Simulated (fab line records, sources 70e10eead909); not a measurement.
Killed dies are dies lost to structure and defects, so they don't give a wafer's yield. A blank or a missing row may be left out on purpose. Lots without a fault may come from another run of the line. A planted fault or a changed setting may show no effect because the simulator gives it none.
Chamber matching + flow nand harc + NHARC_A_STAIRCASE_ETCH_313 on rie diel-07: 4 sister chambers
The step etches the open film in CF4/CHF3. 18 wafers are shown with their chamber, then 9 later ones without.

== WAFERS, EACH WITH ITS CHAMBER ==
| wafer  | chamber | drypump motor current A (A) | showerhead plenum p Torr (Torr) | rf vpp V (V) |
|--------|---------|-----------------------------|---------------------------------|--------------|
| L077.2 | 1       | 5.9                         | 1.55                            | 370.8        |
| L077.3 | 3       | 4.9                         | 1.62                            | 371.4        |
| L077.5 | 2       | 6.1                         | 1.63                            | 371.9        |
| L079.1 | 3       | 4.9                         | 1.62                            | 371.5        |
| L079.3 | 0       | 6.3                         | 1.51                            | 367.8        |
| L079.4 | 2       | 6.2                         | 1.63                            | 372.7        |
| L082.3 | 2       | 6.2                         | 1.63                            | 372.2        |
| L082.4 | 1       | 5.9                         | 1.55                            | 371.4        |
| L082.5 | 1       | 5.9                         | 1.55                            | 370.6        |
| L085.4 | 2       | 6.2                         | 1.63                            | 372.1        |
| L085.5 | 2       | 6.2                         | 1.63                            | 373.2        |
| L085.6 | 3       | 4.9                         | 1.62                            | 372.7        |
| L087.2 | 3       | 4.9                         | 1.61                            | 372.3        |
| L087.5 | 2       | 6.1                         | 1.63                            | 372.7        |
| L087.6 | 3       | 4.9                         | 1.61                            | 372.1        |
| L090.3 | 2       | 6.1                         | 1.62                            | 371.9        |
| L090.4 | 0       | 6.3                         | 1.50                            | 368.3        |
| L090.5 | 0       | 6.3                         | 1.50                            | 367.9        |

SIGNATURES, as means of the wafers listed above
| reading                  | chamber 0 | chamber 1 | chamber 2 | chamber 3 | scatter within a chamber |
|--------------------------|-----------|-----------|-----------|-----------|--------------------------|
| drypump motor current A  | 6.300     | 5.900     | 6.157     | 4.900     | 0.035                    |
| showerhead plenum p Torr | 1.5033    | 1.5500    | 1.6286    | 1.6160    | 0.00441                  |
| rf vpp V                 | 368.000   | 370.933   | 372.386   | 372.000   | 0.473                    |
Rule: a wafer lies at a distance from a chamber equal to the root of the sum of squares, over the readings, of (its reading less the chamber's mean, divided by the reading's scatter). The wafer belongs to the nearest chamber; if the next one is less than 2 further off, it can't be placed. The scatter: the root of (the sum of the squares of (reading less its chamber's mean) over the shown wafers, divided by (wafers less chambers)).

== WAFERS MISSING THEIR CHAMBER ==
| wafer  | drypump motor current A (A) | showerhead plenum p Torr (Torr) | rf vpp V (V) |
|--------|-----------------------------|---------------------------------|--------------|
| L091.2 | 4.9                         | 1.61                            | 372.9        |
| L091.3 | 5.9                         | 1.54                            | 369.6        |
| L091.6 | 6.2                         | 1.62                            | 372.1        |
| L094.1 | 6.2                         | 1.62                            | 373.2        |
| L094.2 | 4.9                         | 1.61                            | 371.5        |
| L094.5 | 5.8                         | 1.54                            | 369.7        |
| L096.3 | 6.3                         | 1.49                            | 366.4        |
| L096.5 | 6.2                         | 1.62                            | 371.9        |
| L096.6 | 4.9                         | 1.61                            | 372.7        |

== EACH ONE'S CHAMBER ==
| wafer  | from the rows above | in truth |
|--------|---------------------|----------|
| L091.2 | 3                   | 3        |
| L091.3 | 1                   | 1        |
| L091.6 | 2                   | 2        |
| L094.1 | 2                   | 2        |
| L094.2 | 3                   | 3        |
| L094.5 | 1                   | 1        |
| L096.3 | 0                   | 0        |
| L096.5 | 2                   | 2        |
| L096.6 | 3                   | 3        |
Placed correctly: 9 of 9. Number that these rows cannot place: 0. Number placed wrongly: 0.
